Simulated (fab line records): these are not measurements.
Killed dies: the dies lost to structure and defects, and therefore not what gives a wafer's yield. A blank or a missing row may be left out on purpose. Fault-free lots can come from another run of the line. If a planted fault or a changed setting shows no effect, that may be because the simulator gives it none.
fab line records    flow n5_finfet    part 1 of 2: steps 1 to 4 of 6
record lots=24  wafers=72  last_day=18
route steps=1938 shown SDB@358 DUMMY_REMOVAL@377 HKMG_FIN@406
lots that met no fault: taken from a fault-free run of the same line
start_h: the number of hours between the record's first day and the start of the first shown wafer of the lot    wait_h: how many hours have passed since the lot's step before this one    " identical to the entry in the row above    L1.1+2: a single row standing in for several wafers    - no value present, or no start provided    * or withheld: withheld    < > ~ a bound
route shown NAME@n: a module of which the file shows steps, and the number in the route of the first    usual: average and standard deviation across the fault-free wafers    same: alike in all rows    chamber/n: place in a boat    sites: each site's reading    _std_site: the values' standard deviation    _edge_site: mean of outer sites minus mean of inner sites    radius_mm: how far each site lies from the wafer's centre    mask NAME#n: copy n    behind: the most recent tool/chamber to have shaped the wafer    hold: cause of the lot's hold/its duration in hours/its outcome    device: names the non-switching transistor (n, p or np)    end of line: the route-end tests of the same wafers    a step without rows: its recipe alone    killed: dies that structure and defects cost at the first sort, which is not the same as the wafer's yield    map: dies across one wafer; x = killed, . = not, _ = none there
set.NAME: the setting that was run; set.NAME@STEP: the one run at that earlier step    model.NAME: the simulator's own value behind a step, which no gauge read
steps of the route over a sample of lots; a table a step, a row a wafer
services: when a tool's chamber went out of use (start_h, in hours from the record's first day, below 0 if earlier), for how many hours, and the reason
## steps
# step N5_SDB_INSPECT_13
# recipe mode=adi  inspect_instrument=brightfield
# usual raw_defect_count=78/28
lot.wafer  tool               chamber  start_h  wait_h  raw_defect_count
L074.2     defect_inspect-02  -        69.25    0.0     64
L074.5     "                  -        "        "       101
L074.6     "                  -        "        "       61
L075.1     defect_inspect-02  -        74.60    0.0     68
L075.5     "                  -        "        "       86
L075.6     "                  -        "        "       86
L076.1     defect_inspect-01  -        83.34    0.0     45
L076.4     "                  -        "        "       52
L076.5     "                  -        "        "       30
L077.1     defect_inspect-01  -        86.79    0.0     105
L077.2     "                  -        "        "       75
L077.5     "                  -        "        "       122
L079.2     defect_inspect-02  -        96.64    0.0     105
L079.4     "                  -        "        "       95
L079.5     "                  -        "        "       86
L078.1     defect_inspect-02  -        97.91    0.0     60
L078.2     "                  -        "        "       84
L078.4     "                  -        "        "       81
L080.4     defect_inspect-02  -        107.92   0.0     56
L080.5     "                  -        "        "       71
L080.6     "                  -        "        "       68
L081.2     defect_inspect-02  -        112.78   0.0     49
L081.4     "                  -        "        "       79
L081.5     "                  -        "        "       83
L082.1     defect_inspect-01  -        116.06   0.0     96
L082.4     "                  -        "        "       51
L082.5     "                  -        "        "       133
L083.2     defect_inspect-02  -        124.85   0.0     70
L083.5     "                  -        "        "       51
L083.6     "                  -        "        "       28
L084.2     defect_inspect-02  -        128.83   0.0     65
L084.3     "                  -        "        "       119
L084.4     "                  -        "        "       76
L085.1     defect_inspect-01  -        134.73   0.0     92
L085.2     "                  -        "        "       67
L085.4     "                  -        "        "       187
L086.2     defect_inspect-02  -        145.47   0.0     140
L086.3     "                  -        "        "       104
L086.6     "                  -        "        "       86
L087.1     defect_inspect-01  -        147.26   0.0     82
L087.3     "                  -        "        "       159
L087.4     "                  -        "        "       94
L088.3     defect_inspect-02  -        152.55   0.0     59
L088.4     "                  -        "        "       51
L088.6     "                  -        "        "       47
L089.1     defect_inspect-02  -        159.09   0.0     51
L089.2     "                  -        "        "       85
L089.3     "                  -        "        "       60
L090.1     defect_inspect-02  -        162.42   0.0     42
L090.2     "                  -        "        "       67
L090.5     "                  -        "        "       72
L091.2     defect_inspect-01  -        165.88   0.0     48
L091.4     "                  -        "        "       62
L091.6     "                  -        "        "       60
L092.2     defect_inspect-01  -        174.35   0.0     65
L092.3     "                  -        "        "       84
L092.6     "                  -        "        "       52
L093.1     defect_inspect-02  -        179.49   0.0     69
L093.2     "                  -        "        "       149
L093.5     "                  -        "        "       107
L094.1     defect_inspect-01  -        190.22   0.0     82
L094.4     "                  -        "        "       78
L094.6     "                  -        "        "       60
L095.2     defect_inspect-02  -        207.68   0.0     86
L095.4     "                  -        "        "       73
L095.5     "                  -        "        "       159
L096.1     defect_inspect-02  -        214.97   0.0     88
L096.4     "                  -        "        "       58
L096.5     "                  -        "        "       76
L097.3     defect_inspect-01  -        228.45   0.0     70
L097.4     "                  -        "        "       70
L097.5     "                  -        "        "       75
# step N5_SDB_DESCUM_16
# recipe chemistry=O2  time_s=7.9  source_power_w=50  bias_power_w=20  pressure_mtorr=20  rf_frequency_hz=2.712e+07  temp_c=40  resist=CAR-ArF  o2_flow_sccm=225
# usual drypump_motor_current_A=5.50/0.28  oes_product_au=0.78/0.074  rf_vpp_V=242.9/1.6  showerhead_plenum_p_Torr=2.07/0.088  throttle_valve_pct=20.52/0.21
lot.wafer  tool         chamber  start_h  wait_h  drypump_motor_current_A  oes_product_au  rf_hours_counter_h  rf_vpp_V  showerhead_plenum_p_Torr  throttle_valve_pct
L074.2     rie_diel-02  1        69.29    0.0     4.93                     0.70            225                 244.6     2.06                      20.39
L074.5     "            1        "        "       4.92                     0.69            -                   242.4     2.06                      20.40
L074.6     "            3        "        "       5.37                     0.78            -                   242.8     2.04                      20.93
L075.1     rie_diel-03  0        74.63    0.0     5.58                     0.86            45                  244.9     2.22                      20.72
L075.5     "            3        "        "       5.79                     0.68            -                   243.2     2.08                      20.81
L075.6     "            0        "        "       5.57                     0.87            -                   245.6     2.22                      20.72
L076.1     rie_diel-03  2        84.31    1.0     5.59                     0.78            144                 240.2     1.90                      20.41
L076.4     "            2        "        "       5.59                     0.77            -                   239.3     1.90                      20.41
L076.5     "            0        "        "       5.58                     0.85            -                   247.0     2.22                      20.72
L077.1     rie_diel-03  2        88.99    2.2     5.57                     0.77            147                 240.5     1.90                      20.42
L077.2     "            0        "        "       5.58                     0.85            53                  244.8     2.22                      20.72
L077.5     "            2        "        "       5.57                     0.77            -                   241.9     1.90                      20.42
L079.2     rie_diel-03  1        98.17    1.5     5.69                     0.78            99                  241.7     2.02                      20.47
L079.4     "            0        "        "       5.58                     0.83            59                  245.5     2.22                      20.73
L079.5     "            0        "        "       5.55                     0.83            -                   243.3     2.22                      20.75
L078.1     rie_diel-03  2        98.56    0.7     5.59                     0.77            153                 241.1     1.90                      20.42
L078.2     "            3        "        "       5.73                     0.99            0                   242.8     2.08                      20.44
L078.4     "            0        "        "       5.55                     0.84            60                  244.4     2.22                      20.75
L080.4     rie_diel-01  3        108.01   0.1     5.40                     0.76            148                 244.3     2.10                      20.05
L080.5     "            1        "        "       5.11                     0.88            -                   244.8     2.13                      20.34
L080.6     "            2        "        "       5.92                     0.88            -                   244.3     2.14                      20.70
L081.2     rie_diel-03  3        112.82   0.0     5.74                     0.94            9                   241.7     2.08                      20.45
L081.4     "            0        "        "       5.60                     0.82            69                  245.8     2.21                      20.76
L081.5     "            3        "        "       5.76                     0.94            -                   243.5     2.08                      20.45
L082.1     rie_diel-02  0        116.09   0.0     5.50                     0.71            176                 240.4     2.00                      20.48
L082.4     "            1        "        "       4.92                     0.68            -                   242.5     2.06                      20.40
L082.5     "            2        "        "       5.81                     0.70            -                   245.7     2.15                      20.52
L083.2     rie_diel-01  3        125.00   0.1     5.38                     0.76            154                 244.3     2.09                      20.03
L083.5     "            2        "        "       5.95                     0.88            -                   243.8     2.14                      20.70
L083.6     "            1        "        "       5.11                     0.87            -                   242.9     2.13                      20.34
L084.2     rie_diel-02  1        128.87   0.0     4.89                     0.68            237                 243.0     2.06                      20.40
L084.3     "            0        "        "       5.43                     0.71            181                 242.6     2.00                      20.48
L084.4     "            2        "        "       5.77                     0.69            243                 244.4     2.15                      20.55
L085.1     rie_diel-02  3        135.08   0.3     5.38                     0.76            143                 242.1     2.04                      20.95
L085.2     "            2        "        "       5.79                     0.69            245                 243.3     2.14                      20.55
L085.4     "            1        "        "       4.92                     0.68            240                 243.4     2.06                      20.40
L086.2     rie_diel-02  0        145.83   0.4     5.41                     0.70            188                 241.7     2.00                      20.49
L086.3     "            3        "        "       5.39                     0.76            147                 241.6     2.04                      20.96
L086.6     "            3        "        "       5.37                     0.76            -                   241.4     2.04                      20.96
L087.1     rie_diel-03  2        147.29   0.0     5.55                     0.75            173                 240.9     1.89                      20.47
L087.3     "            0        "        "       5.57                     0.81            81                  245.7     2.21                      20.77
L087.4     "            3        "        "       5.78                     0.90            20                  243.2     2.07                      20.49
L088.3     rie_diel-02  1        152.80   0.2     4.92                     0.69            246                 242.4     2.05                      20.42
L088.4     "            1        "        "       4.91                     0.67            -                   243.3     2.05                      20.42
L088.6     "            3        "        "       5.39                     0.76            -                   241.5     2.03                      20.94
L089.1     rie_diel-02  1        159.12   0.0     4.92                     0.67            250                 243.7     2.05                      20.44
L089.2     "            0        "        "       5.45                     0.70            194                 241.0     2.00                      20.51
L089.3     "            3        "        "       5.37                     0.75            153                 240.6     2.03                      20.96
L090.1     rie_diel-01  3        162.45   0.0     5.44                     0.74            168                 243.8     2.09                      20.08
L090.2     "            0        "        "       5.43                     0.65            249                 243.8     2.08                      20.57
L090.5     "            3        "        "       5.40                     0.73            -                   243.2     2.09                      20.06
L091.2     rie_diel-01  2        165.91   0.0     5.95                     0.86            75                  242.3     2.13                      20.72
L091.4     "            2        "        "       5.95                     0.86            -                   243.4     2.13                      20.73
L091.6     "            1        "        "       5.10                     0.85            -                   243.3     2.12                      20.36
L092.2     rie_diel-01  2        174.39   0.0     5.93                     0.85            79                  243.9     2.13                      20.72
L092.3     "            3        "        "       5.43                     0.73            174                 243.3     2.09                      20.08
L092.6     "            1        "        "       5.11                     0.84            -                   244.0     2.12                      20.37
L093.1     rie_diel-01  1        179.53   0.0     5.12                     0.83            75                  242.9     2.12                      20.37
L093.2     "            3        "        "       5.41                     0.73            175                 243.7     2.09                      20.08
L093.5     "            3        "        "       5.42                     0.73            -                   244.3     2.09                      20.07
L094.1     rie_diel-03  3        190.78   0.6     5.77                     0.88            36                  242.9     2.07                      20.50
L094.4     "            1        "        "       5.72                     0.76            131                 243.3     2.00                      20.52
L094.6     "            0        "        "       5.55                     0.79            -                   244.8     2.20                      20.81
L095.2     rie_diel-03  0        207.71   0.0     5.57                     0.78            105                 246.0     2.20                      20.82
L095.4     "            0        "        "       5.58                     0.78            -                   245.1     2.20                      20.80
L095.5     "            2        "        "       5.58                     0.73            -                   239.9     1.88                      20.50
L096.1     rie_diel-01  0        215.28   0.3     5.40                     0.95            11                  242.6     2.07                      20.36
L096.4     "            2        "        "       5.92                     0.83            93                  243.6     2.13                      20.75
L096.5     "            0        "        "       5.40                     0.96            -                   242.8     2.07                      20.37
L097.3     rie_diel-03  3        228.58   0.1     5.75                     0.85            46                  242.5     2.06                      20.52
L097.4     "            1        "        "       5.70                     0.74            145                 241.5     2.00                      20.55
L097.5     "            2        "        "       5.56                     0.73            -                   239.7     1.88                      20.50
# step N5_SDB_STRIP_22
# recipe chemistry=N2/H2  power_w=1000  temp_c=250  h2_frac=0.65  overash_fraction=0.3  pressure_mtorr=withheld  n2_flow_sccm=1750  h2_flow_sccm=3250
# usual drypump_motor_current_A=5.8/0.57  heater_power_w=320/25  oes_product_au=0.715/0.0049  strip_time_to_endpoint_s=96.2/0.33
lot.wafer  tool             chamber  start_h  wait_h  drypump_motor_current_A  heater_power_w  oes_product_au  rf_hours_counter_h  strip_time_to_endpoint_s
L074.2     plasma_asher-01  0        69.60    0.1     5.9                      290             0.717           33                  96.8
L074.5     "                0        "        "       5.9                      289             0.716           -                   96.4
L074.6     "                1        "        "       6.4                      333             0.715           -                   96.7
L075.1     plasma_asher-02  0        74.94    0.1     4.8                      295             0.709           89                  95.9
L075.5     "                0        "        "       4.8                      304             0.720           -                   96.0
L075.6     "                1        "        "       6.0                      347             0.718           -                   95.7
L076.1     plasma_asher-02  1        84.62    0.1     6.0                      347             0.707           90                  95.9
L076.4     "                0        "        "       4.8                      298             0.707           -                   96.1
L076.5     "                0        "        "       4.8                      298             0.713           -                   95.6
L077.1     plasma_asher-01  1        89.30    0.1     6.4                      341             0.712           36                  96.0
L077.2     "                0        "        "       5.9                      293             0.714           36                  96.1
L077.5     "                0        "        "       5.9                      293             0.723           -                   96.5
L079.2     plasma_asher-01  0        98.48    0.1     5.9                      286             0.711           37                  96.4
L079.4     "                0        "        "       5.9                      299             0.715           -                   95.7
L079.5     "                0        "        "       5.9                      295             0.716           -                   96.0
L078.1     plasma_asher-01  1        98.87    0.1     6.4                      333             0.721           37                  96.6
L078.2     "                0        "        "       5.9                      302             0.719           37                  96.2
L078.4     "                0        "        "       5.9                      299             0.714           -                   96.2
L080.4     plasma_asher-02  0        108.36   0.1     4.8                      298             0.714           -                   96.3
L080.5     "                1        "        "       6.0                      352             0.713           -                   95.8
L080.6     "                0        "        "       4.8                      296             0.716           -                   96.1
L081.2     plasma_asher-01  0        113.13   0.1     5.9                      293             0.720           41                  95.6
L081.4     "                1        "        "       6.4                      349             0.720           -                   95.7
L081.5     "                0        "        "       5.9                      288             0.713           -                   95.8
L082.1     plasma_asher-02  1        116.40   0.1     6.1                      347             0.710           97                  96.3
L082.4     "                0        "        "       4.8                      296             0.719           -                   96.7
L082.5     "                1        "        "       6.0                      354             0.706           -                   96.4
L083.2     plasma_asher-02  0        125.30   0.1     4.8                      302             0.717           99                  96.4
L083.5     "                0        "        "       4.8                      293             0.708           -                   96.1
L083.6     "                1        "        "       6.0                      353             0.714           -                   95.9
L084.2     plasma_asher-02  0        129.18   0.1     4.8                      300             0.712           99                  96.2
L084.3     "                1        "        "       6.0                      345             0.714           -                   96.0
L084.4     "                0        "        "       4.8                      295             0.710           -                   95.9
L085.1     plasma_asher-01  1        135.39   0.1     6.4                      333             0.718           46                  96.5
L085.2     "                0        "        "       5.9                      297             0.714           46                  96.0
L085.4     "                1        "        "       6.4                      338             0.714           -                   96.1
L086.2     plasma_asher-02  1        146.14   0.1     6.0                      356             0.710           102                 96.0
L086.3     "                0        "        "       4.8                      296             0.715           -                   96.9
L086.6     "                0        "        "       4.8                      299             0.722           -                   96.5
L087.1     plasma_asher-02  1        147.60   0.1     6.0                      352             0.722           103                 96.1
L087.3     "                1        "        "       6.0                      353             0.715           -                   95.2
L087.4     "                0        "        "       4.8                      298             0.724           -                   95.8
L088.3     plasma_asher-01  1        153.15   0.1     6.4                      339             0.714           -                   96.7
L088.4     "                0        "        "       5.9                      298             0.725           -                   96.5
L088.6     "                0        "        "       5.9                      301             0.714           -                   96.7
L089.1     plasma_asher-02  0        159.43   0.1     4.8                      300             0.719           105                 96.2
L089.2     "                1        "        "       6.0                      339             0.715           105                 96.1
L089.3     "                1        "        "       6.0                      358             0.719           -                   96.4
L090.1     plasma_asher-02  0        162.76   0.1     4.8                      293             0.715           106                 96.2
L090.2     "                1        "        "       6.0                      359             0.717           106                 96.4
L090.5     "                0        "        "       4.8                      297             0.718           -                   96.3
L091.2     plasma_asher-01  0        166.22   0.1     5.9                      296             0.714           53                  96.0
L091.4     "                1        "        "       6.4                      336             0.718           -                   96.0
L091.6     "                1        "        "       6.4                      337             0.714           -                   95.7
L092.2     plasma_asher-01  0        174.69   0.1     5.9                      301             0.717           55                  95.9
L092.3     "                0        "        "       5.9                      294             0.725           -                   95.9
L092.6     "                0        "        "       5.9                      298             0.714           -                   95.7
L093.1     plasma_asher-01  0        179.84   0.1     5.9                      289             0.709           56                  96.1
L093.2     "                1        "        "       6.4                      338             0.711           56                  96.1
L093.5     "                0        "        "       5.9                      304             0.719           -                   96.3
L094.1     plasma_asher-01  0        191.09   0.1     5.9                      294             0.707           58                  96.3
L094.4     "                0        "        "       5.9                      292             0.714           -                   96.4
L094.6     "                0        "        "       5.9                      291             0.710           -                   96.4
L095.2     plasma_asher-01  1        208.03   0.1     6.4                      329             0.716           60                  96.0
L095.4     "                0        "        "       5.9                      292             0.713           -                   96.0
L095.5     "                0        "        "       5.9                      300             0.717           -                   96.5
L096.1     plasma_asher-02  0        215.59   0.1     4.8                      298             0.718           114                 96.0
L096.4     "                0        "        "       4.9                      298             0.710           -                   96.0
L096.5     "                1        "        "       6.0                      352             0.709           -                   96.0
L097.3     plasma_asher-01  0        228.93   0.1     5.9                      296             0.708           -                   96.6
L097.4     "                1        "        "       6.4                      337             0.731           -                   96.4
L097.5     "                1        "        "       6.4                      336             0.718           -                   96.5
# step N5_SDB_INSPECT_36
# recipe inspect_instrument=darkfield  mode=post_cmp
# usual raw_defect_count=38/15
lot.wafer  tool               chamber  start_h  wait_h  raw_defect_count
L074.2     defect_inspect-02  -        73.44    0.0     39
L074.5     "                  -        "        "       28
L074.6     "                  -        "        "       19
L075.1     defect_inspect-01  -        78.93    0.0     23
L075.5     "                  -        "        "       25
L075.6     "                  -        "        "       19
L076.1     defect_inspect-02  -        92.00    0.0     32
L076.4     "                  -        "        "       38
L076.5     "                  -        "        "       43
L077.1     defect_inspect-02  -        94.12    0.0     28
L077.2     "                  -        "        "       24
L077.5     "                  -        "        "       34
L079.2     defect_inspect-01  -        102.89   0.0     28
L079.4     "                  -        "        "       58
L079.5     "                  -        "        "       48
L078.1     defect_inspect-01  -        103.73   0.0     47
L078.2     "                  -        "        "       32
L078.4     "                  -        "        "       38
L080.4     defect_inspect-02  -        111.90   0.0     30
L080.5     "                  -        "        "       41
L080.6     "                  -        "        "       49
L081.2     defect_inspect-01  -        116.70   0.0     52
L081.4     "                  -        "        "       31
L081.5     "                  -        "        "       54
L082.1     defect_inspect-01  -        121.48   0.0     24
L082.4     "                  -        "        "       42
L082.5     "                  -        "        "       23
L083.2     defect_inspect-01  -        128.85   0.0     31
L083.5     "                  -        "        "       67
L083.6     "                  -        "        "       37
L084.2     defect_inspect-01  -        132.75   0.0     51
L084.3     "                  -        "        "       26
L084.4     "                  -        "        "       26
L085.1     defect_inspect-01  -        139.14   0.0     37
L085.2     "                  -        "        "       45
L085.4     "                  -        "        "       42
L086.2     defect_inspect-02  -        150.06   0.0     88
L086.3     "                  -        "        "       24
L086.6     "                  -        "        "       30
L087.1     defect_inspect-02  -        151.76   0.0     62
L087.3     "                  -        "        "       47
L087.4     "                  -        "        "       43
L088.3     defect_inspect-01  -        156.88   0.0     31
L088.4     "                  -        "        "       29
L088.6     "                  -        "        "       36
L089.1     defect_inspect-02  -        163.12   0.0     38
L089.2     "                  -        "        "       32
L089.3     "                  -        "        "       58
L090.1     defect_inspect-01  -        167.65   0.0     53
L090.2     "                  -        "        "       58
L090.5     "                  -        "        "       13
L091.2     defect_inspect-01  -        169.83   0.0     40
L091.4     "                  -        "        "       23
L091.6     "                  -        "        "       36
L092.2     defect_inspect-02  -        178.28   0.0     30
L092.3     "                  -        "        "       31
L092.6     "                  -        "        "       38
L093.1     defect_inspect-01  -        183.42   0.0     21
L093.2     "                  -        "        "       14
L093.5     "                  -        "        "       33
L094.1     defect_inspect-02  -        194.86   0.0     24
L094.4     "                  -        "        "       68
L094.6     "                  -        "        "       34
L095.2     defect_inspect-01  -        212.05   0.0     17
L095.4     "                  -        "        "       38
L095.5     "                  -        "        "       19
L096.1     defect_inspect-02  -        219.13   0.0     20
L096.4     "                  -        "        "       49
L096.5     "                  -        "        "       27
L097.3     defect_inspect-02  -        232.43   0.0     56
L097.4     "                  -        "        "       55
L097.5     "                  -        "        "       42
